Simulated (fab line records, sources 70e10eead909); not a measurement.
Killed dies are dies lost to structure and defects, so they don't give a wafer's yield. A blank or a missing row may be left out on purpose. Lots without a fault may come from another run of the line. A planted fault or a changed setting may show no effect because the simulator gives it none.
Which tool did it? | flow nand_harc | 12 lots, 36 wafers sampled, at 6 steps of a route of 1302

WHAT THE GAUGES READ, wafer by wafer
NHARC_A_CONTACT_CD_MEAS_15.
lot  | measured     | on        | cd_nm (nm)
L076 | day 23 03:11 | cd_sem-03 | 190.1 190.9 191.0
L077 | day 23 07:42 | cd_sem-01 | 190.5 190.5 189.7
L080 | day 23 23:07 | cd_sem-01 | 190.1 189.2 189.4
L084 | day 25 19:34 | cd_sem-01 | 190.6 189.9 189.8
L083 | day 26 08:23 | cd_sem-02 | 190.0 190.4 189.9
L085 | day 26 23:28 | cd_sem-01 | 190.2 190.4 190.4
L088 | day 27 21:19 | cd_sem-01 | 189.7 190.5 190.8
L087 | day 28 08:37 | cd_sem-01 | 189.7 189.2 189.7
L090 | day 29 07:38 | cd_sem-01 | 190.4 190.0 190.2
L094 | day 29 21:35 | cd_sem-01 | 189.9 189.7 190.3
L097 | day 31 09:49 | cd_sem-03 | 190.2 189.8 189.6
L095 | day 32 05:52 | cd_sem-01 | 190.2 189.2 190.1

WHICH TOOL RAN EACH LOT (tool, then ch and the chambers of the sampled wafers, then the start)
lot  | NHARC_A_CONTACT_ETCH_133             | NHARC_A_CONTACT_ETCH_97                       | NHARC_A_CONTACT_ETCH_89                       | NHARC_A_CONTACT_ETCH_136             | NHARC_A_CONTACT_ETCH_137
L076 | har_cap_etch-02 ch 0,1, day 22 16:35 | rie_diel-01 ch 2,3, day 23 01:36 or earlier   | rie_diel-04 ch 0,1,2, day 23 01:36 or earlier | har_cap_etch-01 ch 0,1, day 23 01:36 | har_cap_etch-01 ch 0,1, day 23 01:52
L077 | har_cap_etch-03 ch 1, day 22 23:41   | rie_diel-08 ch 2,3, day 23 06:08 or earlier   | rie_diel-01 ch 0,1,3, day 23 06:08 or earlier | har_cap_etch-01 ch 0,1, day 23 06:08 | har_cap_etch-01 ch 0,1, day 23 06:25
L080 | har_cap_etch-01 ch 0,1, day 23 13:44 | rie_diel-04 ch 0,1,3, day 23 21:32 or earlier | rie_diel-01 ch 0,2,3, day 23 21:32 or earlier | har_cap_etch-02 ch 0,1, day 23 21:32 | har_cap_etch-02 ch 0,1, day 23 21:48
L084 | har_cap_etch-01 ch 0,1, day 25 11:36 | rie_diel-04 ch 1,2,3, day 25 12:29            | rie_diel-04 ch 1,2,3, day 25 17:58 or earlier | har_cap_etch-03 ch 0,1, day 25 17:58 | har_cap_etch-03 ch 0,1, day 25 18:14
L083 | har_cap_etch-02 ch 0,1, day 25 23:49 | rie_diel-01 ch 0,2,3, day 26 06:46 or earlier | rie_diel-01 ch 0,1,3, day 26 06:46 or earlier | har_cap_etch-03 ch 0,1, day 26 06:46 | har_cap_etch-03 ch 0,1, day 26 07:02
L085 | har_cap_etch-01 ch 0,1, day 26 11:35 | rie_diel-01 ch 0,1,3, day 26 21:37 or earlier | rie_diel-04 ch 0,1, day 26 21:37 or earlier   | har_cap_etch-02 ch 0,1, day 26 21:37 | har_cap_etch-02 ch 0,1, day 26 21:59
L088 | har_cap_etch-01 ch 0,1, day 27 13:26 | rie_diel-04 ch 2,3, day 27 19:40 or earlier   | rie_diel-04 ch 0,3, day 27 19:40 or earlier   | har_cap_etch-01 ch 0, day 27 19:40   | har_cap_etch-01 ch 0, day 27 19:56
L087 | har_cap_etch-03 ch 0,1, day 28 00:51 | rie_diel-04 ch 0,1, day 28 07:01 or earlier   | rie_diel-01 ch 0,2, day 28 07:01 or earlier   | har_cap_etch-02 ch 0,1, day 28 07:01 | har_cap_etch-02 ch 0,1, day 28 07:17
L090 | har_cap_etch-02 ch 0,1, day 28 16:10 | rie_diel-04 ch 0,2,3, day 29 06:02 or earlier | rie_diel-08 ch 0,2,3, day 29 06:02 or earlier | har_cap_etch-03 ch 0,1, day 29 06:02 | har_cap_etch-03 ch 0,1, day 29 06:19
L094 | har_cap_etch-01 ch 0,1, day 29 13:08 | rie_diel-08 ch 0,1,2, day 29 19:59 or earlier | rie_diel-04 ch 0,2,3, day 29 19:59 or earlier | har_cap_etch-02 ch 0,1, day 29 19:59 | har_cap_etch-02 ch 0,1, day 29 20:16
L097 | har_cap_etch-01 ch 0,1, day 31 00:55 | rie_diel-04 ch 0,1,2, day 31 08:14 or earlier | rie_diel-04 ch 0,1, day 31 08:14 or earlier   | har_cap_etch-03 ch 0,1, day 31 08:14 | har_cap_etch-03 ch 0,1, day 31 08:31
L095 | har_cap_etch-01 ch 0,1, day 31 21:31 | rie_diel-08 ch 0,1,3, day 31 22:19            | rie_diel-01 ch 0,1, day 32 04:19 or earlier   | har_cap_etch-02 ch 0,1, day 32 04:19 | har_cap_etch-02 ch 0,1, day 32 04:35
- NHARC_A_CONTACT_ETCH_133: etches the open film in C4F8/O2/Ar, time 374 s, target depth 1610 nm.
- NHARC_A_CONTACT_ETCH_97: etches the open film in C4F6/O2, target depth 20 nm, time 10 s.
- NHARC_A_CONTACT_ETCH_89: etches the open film in N2/H2, target depth 260 nm, time 475.3 s.
- NHARC_A_CONTACT_ETCH_136: etches the open film in C4F8/O2/Ar, time 311 s, target depth 1912 nm.
- NHARC_A_CONTACT_ETCH_137: etches the open film in C4F8/O2/Ar, time 311 s, target depth 1912 nm.

THE ANSWER, worked out from the rows above alone
Rule: what is usual is taken from the lots themselves. Put in order of their means at a reading, lots are off if they are a third of the lots or fewer, leave a main group of 4 or more, and stand apart from it by a gap of 3 or more times the standard deviation of the main group's means; of several such gaps the widest counts. A main group whose means are all the same, to the digits that the tables above print for the reading, isn't used. A lot without any number at a reading at which 4 lots or more have one is off too. The other lots that the step has rows for count as sound.
No lot is off at any reading shown: from this, nothing can be told.

WHAT THE SIMULATOR HAD PUT IN
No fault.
